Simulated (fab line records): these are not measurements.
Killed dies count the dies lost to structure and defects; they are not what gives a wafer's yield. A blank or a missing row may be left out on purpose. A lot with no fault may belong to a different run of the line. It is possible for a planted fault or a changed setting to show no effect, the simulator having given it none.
fab line records -- flow n5Finfet -- part 2 of 2: steps 25 to 33 of 33
record lots=5, wafers=15, lastDay=17
route steps=1938 shown BEOL_M4@1074
lots untouched by any fault: they come from a run of this same line in which no faults occurred
startH: the number of hours between the record's first day and the start of the first shown wafer of the lot -- waitH: time in hours since the lot's previous step -- " identical to the entry in the row above -- L1.1+2: several wafers, shown together as one row -- - no value, or no start given -- * or withheld: withheld -- < > ~ a bound
route shown NAME@n: names a module that has steps shown in the file, with the first one's number in the route -- usual: mean and standard deviation over wafers with no fault -- same: alike in all rows -- chamber/n: place in a boat -- sites: each site's reading -- _std_site: the standard deviation of these -- _edge_site: outer sites' mean less inner sites' -- radiusMm: how far each site lies from the wafer's centre -- mask NAME#n: copy n -- behind: tool/chamber where the wafer was last shaped -- hold: cause of the lot's hold/its duration in hours/its outcome -- device: names the non-switching transistor (n, p or np) -- end of line: the tests these same wafers got at the end of their route -- where a step has no rows: the recipe by itself -- killed: dies that structure and defects cost at the first sort, which is not the same as the wafer's yield -- map: a wafer's dies, marking killed ones x, the rest . and places with no die _
set.NAME: the setting as run; set.NAME@STEP: as run at that earlier step -- model.NAME: the simulator's own value behind a step, which no gauge read
certain route steps with their lots: each step a table, each wafer a row
services: when a tool's chamber went out of use (startH, in hours from the record's first day, below 0 if earlier), for how many hours, and the reason
## steps
# step N5_BEOL_M4_SPUTTER_94
# recipe material=Cu, targetThkA=45, tempC=-20, chamberPressurePa=0.07, powerW=withheld, timeS=8.29
# usual chuckGasFlowSccm=1.25/0.053, substrateTempC=-20.00/0.1, throttleValvePct=30.0/0.8
lot.wafer,tool,chamber,startH,waitH,chuckGasFlowSccm,substrateTempC,throttleValvePct
L074.1,pvdSputter-01,-,181.51,0.1,1.27,-20.05,29.6
L074.3,pvdSputter-01,-,181.51,0.1,1.20,-20.15,27.9
L074.4,pvdSputter-01,-,181.51,0.1,1.19,-19.96,29.5
L076.1,pvdSputter-03,-,184.91,0.1,1.24,-19.97,31.0
L076.2,pvdSputter-03,-,184.91,0.1,1.15,-20.13,30.9
L076.4,pvdSputter-03,-,184.91,0.1,1.27,-19.91,30.8
L086.1,pvdSputter-02,-,255.67,0.1,1.31,-19.94,30.7
L086.2,pvdSputter-02,-,255.67,0.1,1.37,-19.99,29.6
L086.4,pvdSputter-02,-,255.67,0.1,1.40,-19.92,29.0
L091.1,pvdSputter-02,-,276.99,0.1,1.30,-20.07,30.6
L091.3,pvdSputter-02,-,276.99,0.1,1.28,-20.11,29.7
L091.5,pvdSputter-02,-,276.99,0.1,1.14,-19.95,29.8
L094.1,pvdSputter-02,-,295.65,0.1,1.29,-19.98,29.6
L094.2,pvdSputter-02,-,295.65,0.1,1.22,-20.19,30.6
L094.5,pvdSputter-02,-,295.65,0.1,1.30,-20.10,29.5
# step N5_BEOL_M4_ANNEAL_95
# recipe tempC=400, timeS=240, ambient=vacuum
# usual heaterPowerW=829/60
lot.wafer,tool,chamber,startH,waitH,heaterPowerW
L074.1,pvdSputter-01,-,181.59,0.0,775
L074.3,pvdSputter-01,-,181.59,0.0,864
L074.4,pvdSputter-01,-,181.59,0.0,818
L076.1,pvdSputter-03,-,184.99,0.0,946
L076.2,pvdSputter-03,-,184.99,0.0,745
L076.4,pvdSputter-03,-,184.99,0.0,765
L086.1,pvdSputter-02,-,255.75,0.0,917
L086.2,pvdSputter-02,-,255.75,0.0,818
L086.4,pvdSputter-02,-,255.75,0.0,880
L091.1,pvdSputter-02,-,277.07,0.0,922
L091.3,pvdSputter-02,-,277.07,0.0,823
L091.5,pvdSputter-02,-,277.07,0.0,843
L094.1,pvdSputter-02,-,295.73,0.0,836
L094.2,pvdSputter-02,-,295.73,0.0,928
L094.5,pvdSputter-02,-,295.73,0.0,845
# step N5_BEOL_M4_SPUTTER_96
# recipe material=Cu, targetThkA=45, tempC=-20, chamberPressurePa=0.07, powerW=withheld, timeS=8.29
# usual chuckGasFlowSccm=1.26/0.055, substrateTempC=-20.00/0.11, throttleValvePct=30.0/0.82
lot.wafer,tool,chamber,startH,waitH,chuckGasFlowSccm,substrateTempC,throttleValvePct
L074.1,pvdSputter-01,-,181.73,0.1,1.16,-20.21,29.7
L074.3,pvdSputter-01,-,181.73,0.1,1.23,-20.03,28.4
L074.4,pvdSputter-01,-,181.73,0.1,1.26,-19.96,29.5
L076.1,pvdSputter-03,-,185.13,0.1,1.18,-20.20,31.0
L076.2,pvdSputter-03,-,185.13,0.1,1.28,-20.01,30.8
L076.4,pvdSputter-03,-,185.13,0.1,1.27,-20.04,31.2
L086.1,pvdSputter-02,-,255.89,0.1,1.25,-20.07,30.6
L086.2,pvdSputter-02,-,255.89,0.1,1.25,-20.17,29.3
L086.4,pvdSputter-02,-,255.89,0.1,1.36,-19.96,28.9
L091.1,pvdSputter-02,-,277.21,0.1,1.15,-20.02,30.9
L091.3,pvdSputter-02,-,277.21,0.1,1.18,-20.16,29.3
L091.5,pvdSputter-02,-,277.21,0.1,1.34,-19.99,29.8
L094.1,pvdSputter-02,-,295.87,0.1,1.41,-20.15,29.5
L094.2,pvdSputter-02,-,295.87,0.1,1.32,-20.10,30.5
L094.5,pvdSputter-02,-,295.87,0.1,1.22,-20.19,29.6
# step N5_BEOL_M4_ECD_50
# recipe material=Cu, targetThkA=3000
lot.wafer,tool,chamber,startH,waitH
L074.1+3+4,ecdCu-02,"0,0,1",181.85,0.1
L076.1+2+4,ecdCu-02,"1,0,0",185.25,0.1
L086.1+2+4,ecdCu-02,"0,1,0",256.00,0.1
L091.1+3+5,ecdCu-02,"1,0,1",277.33,0.1
L094.1+2+5,ecdCu-02,"0,1,1",295.98,0.1
# step N5_BEOL_M4_ANNEAL_51
# recipe tempC=225, timeS=90, ambient=N2
# usual wafer_temp_C_max=226.3/0.58
lot.wafer,tool,chamber,startH,waitH,wafer_temp_C_max
L074.1,rtpAnneal-02,0,181.93,0.1,226.9
L074.3,rtpAnneal-02,0,181.93,0.1,227.1
L074.4,rtpAnneal-02,0,181.93,0.1,227.0
L076.1,rtpAnneal-02,0,185.33,0.1,227.7
L076.2,rtpAnneal-02,0,185.33,0.1,227.4
L076.4,rtpAnneal-02,0,185.33,0.1,227.5
L086.1,rtpAnneal-01,0,256.25,0.2,226.1
L086.2,rtpAnneal-01,0,256.25,0.2,226.0
L086.4,rtpAnneal-01,0,256.25,0.2,225.9
L091.1,rtpAnneal-01,0,279.27,1.9,226.6
L091.3,rtpAnneal-01,0,279.27,1.9,226.3
L091.5,rtpAnneal-01,0,279.27,1.9,225.9
L094.1,rtpAnneal-01,0,296.79,0.8,226.0
L094.2,rtpAnneal-01,0,296.79,0.8,225.8
L094.5,rtpAnneal-01,0,296.79,0.8,226.4
# step N5_BEOL_M4_CMP_52
# recipe stopOn=SiOC, tOverpolishS=6.8, downForcePsi=1, platenRpm=50, clearingPlatenDownForcePsi=1.5, clearingPlatenRpm=50, postCmpClean=cuAlkaline, targetThkNm=40, clearingPlatenPadVelocityMS=0.99484, padVelocityMS=0.99484
# usual barrierFieldEndpointS=24.7/0.63, edgeZonePressureFrac=1.000/0.0047, motorCurrentA=6.1/0.62, overpolishRunS=6.799/0.0095, slurryFilterDpKPa=13.49/0.14, timeToEndpointS=62.4/3
lot.wafer,tool,chamber,startH,waitH,barrierFieldEndpointS,edgeZonePressureFrac,motorCurrentA,overpolishRunS,slurryFilterDpKPa,timeToEndpointS
L074.1,cmp-03,1,182.23,0.3,24.1,1.004,6.7,6.811,13.38,58.0
L074.3,cmp-03,2,182.23,0.3,24.2,0.998,6.2,6.806,13.42,63.5
L074.4,cmp-03,0,182.23,0.3,24.4,1.001,6.0,6.787,13.23,62.8
L076.2,cmp-03,3,185.63,0.2,25.4,0.992,6.8,6.799,13.27,65.0
L076.1,cmp-03,0,185.63,0.2,24.6,0.996,5.8,6.818,13.69,61.3
L076.4,cmp-03,1,185.63,0.2,24.8,1.000,6.6,6.792,13.41,59.0
L086.2,cmp-02,0,256.55,0.2,23.7,1.000,5.3,6.807,13.79,57.3
L086.4,cmp-02,2,256.55,0.2,25.4,0.995,5.5,6.802,13.52,64.3
L086.1,cmp-02,3,256.55,0.2,24.9,1.004,5.8,6.816,13.74,65.8
L091.1,cmp-02,1,279.64,0.3,24.7,1.009,5.2,6.791,13.56,62.7
L091.3,cmp-02,2,279.64,0.3,25.2,1.003,5.5,6.790,13.52,64.7
L091.5,cmp-02,0,279.64,0.3,24.7,1.001,5.2,6.791,13.29,58.8
L094.2,cmp-02,1,297.09,0.2,24.1,1.004,5.2,6.813,13.36,64.2
L094.1,cmp-02,3,297.09,0.2,25.7,1.001,5.6,6.792,13.50,63.9
L094.5,cmp-02,1,297.09,0.2,24.6,1.003,5.2,6.792,13.74,62.2
# step N5_BEOL_M4_THK_MEAS_53
# recipe thkMeasGauge=xrf, reads=Cu_of_BEOL_M4_ECD_50
# usual M4_THK=40.2/1.7
lot.wafer,tool,chamber,startH,waitH,M4_THK[nm]
L074.1,filmMetro-01,-,182.52,-,37.7
L074.3,filmMetro-01,-,182.52,-,41.5
L074.4,filmMetro-01,-,182.52,-,38.2
L076.1,filmMetro-01,-,185.92,-,40.9
L076.2,filmMetro-01,-,185.92,-,39.3
L076.4,filmMetro-01,-,185.92,-,40.9
L086.1,filmMetro-02,-,256.84,-,39.7
L086.2,filmMetro-02,-,256.84,-,39.7
L086.4,filmMetro-02,-,256.84,-,42.8
L091.1,filmMetro-01,-,279.86,-,41.0
L091.3,filmMetro-01,-,279.86,-,42.5
L091.5,filmMetro-01,-,279.86,-,38.2
L094.1,filmMetro-02,-,297.38,-,43.9
L094.2,filmMetro-02,-,297.38,-,40.7
L094.5,filmMetro-02,-,297.38,-,40.9
# step N5_BEOL_M4_PRE_CLEAN_60
# recipe gas=NH3/H2, timeS=15, tempC=*, rfPowerW=300
# usual heaterPowerW=84/13
lot.wafer,tool,chamber,startH,waitH,heaterPowerW
L074.1,cvdCo-01,1,182.56,0.0,97
L074.3,cvdCo-01,2,182.56,0.0,70
L074.4,cvdCo-01,2,182.56,0.0,72
L076.1,cvdCo-02,1,185.96,0.0,68
L076.2,cvdCo-02,2,185.96,0.0,102
L076.4,cvdCo-02,0,185.96,0.0,93
L086.1,cvdCo-02,1,256.88,0.0,67
L086.2,cvdCo-02,0,256.88,0.0,93
L086.4,cvdCo-02,1,256.88,0.0,67
L091.1,cvdCo-01,0,279.90,0.0,81
L091.3,cvdCo-01,2,279.90,0.0,73
L091.5,cvdCo-01,1,279.90,0.0,95
L094.1,cvdCo-01,2,297.42,0.0,73
L094.2,cvdCo-01,1,297.42,0.0,95
L094.5,cvdCo-01,2,297.42,0.0,72
# step N5_BEOL_M4_CO_CAP_55
# recipe material=Co, targetThkA=20, tempC=200, precursor=CCTBA/H2, pressureTorr=30, timeS=102.1
# usual heaterPowerW=234/16
lot.wafer,tool,chamber,startH,waitH,heaterPowerW
L074.1,cvdCo-01,1,182.60,0.0,256
L074.3,cvdCo-01,2,182.60,0.0,213
L074.4,cvdCo-01,2,182.60,0.0,220
L076.1,cvdCo-02,1,186.00,0.0,210
L076.2,cvdCo-02,2,186.00,0.0,255
L076.4,cvdCo-02,0,186.00,0.0,242
L086.1,cvdCo-02,1,256.92,0.0,217
L086.2,cvdCo-02,0,256.92,0.0,242
L086.4,cvdCo-02,1,256.92,0.0,215
L091.1,cvdCo-01,0,279.94,0.0,232
L091.3,cvdCo-01,2,279.94,0.0,220
L091.5,cvdCo-01,1,279.94,0.0,251
L094.1,cvdCo-01,2,297.48,0.0,221
L094.2,cvdCo-01,1,297.48,0.0,251
L094.5,cvdCo-01,2,297.48,0.0,219
## services
tool,chamber,startH,hours,kind
pvdSputter-01,-,156.15,13.6,repair
ecdCu-02,-,156.41,6.6,pm
cmp-02,-,158.53,3.9,repair
ecdCu-02,-,165.06,0.8,repair
cvdCo-01,1,188.51,12.3,repair
cvdCo-02,-,190.66,2.2,repair
aldMetal-03,2,193.46,5.1,repair
cvdCo-01,-,201.68,5.6,repair
aldMetal-03,-,214.41,0.8,repair
cmp-03,-,238.57,4.0,pm
cmp-03,-,242.57,-,consumableReplace:conditioner
cmp-03,-,242.57,-,consumableReplace:pad
cmp-02,-,245.11,0.5,repair
cmp-02,-,258.02,6.3,pm
cvdCo-02,0,260.36,15.9,repair
cmp-02,-,272.79,0.7,repair
aldMetal-04,1,274.31,5.4,repair
rtpAnneal-02,-,276.12,56.7,pm
cvdCo-01,0,294.26,6.3,repair
